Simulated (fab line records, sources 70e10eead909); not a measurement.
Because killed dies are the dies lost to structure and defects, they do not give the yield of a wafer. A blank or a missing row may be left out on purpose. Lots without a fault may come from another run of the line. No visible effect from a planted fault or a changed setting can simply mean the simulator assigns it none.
Matching of chambers	flow nandHarc	4 sister chambers for NHARC_A_CHANNEL_HOLE_D2_DESCUM_15 on rieDiel-08
The step chemistry O2, time 3 s. 8 wafers are shown with their chamber, then 9 later ones without.

## WAFERS WITH THEIR CHAMBER
wafer	chamber	oesProductAu (a.u.)	throttleValvePct (%)
L083.1	3	0.996	11.316
L083.2	0	1.020	11.324
L087.1	1	0.995	11.314
L087.5	3	1.000	11.327
L087.6	2	0.996	11.315
L088.1	0	1.019	11.318
L088.5	2	1.013	11.327
L088.6	1	0.989	11.308

## WAFERS MISSING THEIR CHAMBER
wafer	oesProductAu (a.u.)	throttleValvePct (%)
L091.1	0.993	11.327
L091.2	0.996	11.327
L091.3	0.991	11.309
L093.1	1.003	11.310
L093.2	1.003	11.311
L093.4	1.037	11.306
L097.2	1.040	11.311
L097.5	1.027	11.311
L097.6	1.012	11.324

## WHICH CHAMBER EACH ONE RAN IN
wafer	from the rows above	in truth
L091.1	can't be placed: 3 or 2 or 1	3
L091.2	can't be placed: 3 or 2 or 1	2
L091.3	can't be placed: 1 or 3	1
L093.1	can't be placed: 1 or 2 or 3 or 0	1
L093.2	can't be placed: 2 or 1 or 3 or 0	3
L093.4	can't be placed: 0 or 2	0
L097.2	0	0
L097.5	can't be placed: 0 or 2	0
L097.6	can't be placed: 0 or 2 or 3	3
1 of 9 placed correctly. These rows do not allow placing 8 (true chamber among the candidates in 8). Number placed wrongly: 0.
How it was worked out, from the rows above alone: a wafer's distance from a chamber is the root of the sum, over the readings, of the square of ((its reading less the chamber's mean) divided by the reading's scatter). If the next closest chamber is less than 2 further off than the closest, the wafer can't be placed; otherwise it belongs to the closest. Each chamber's mean is taken over the wafers shown for it. How the scatter is found: for the shown wafers, subtract from each reading the mean of its chamber, square and add these, divide the total by (wafers less chambers), then take the root.
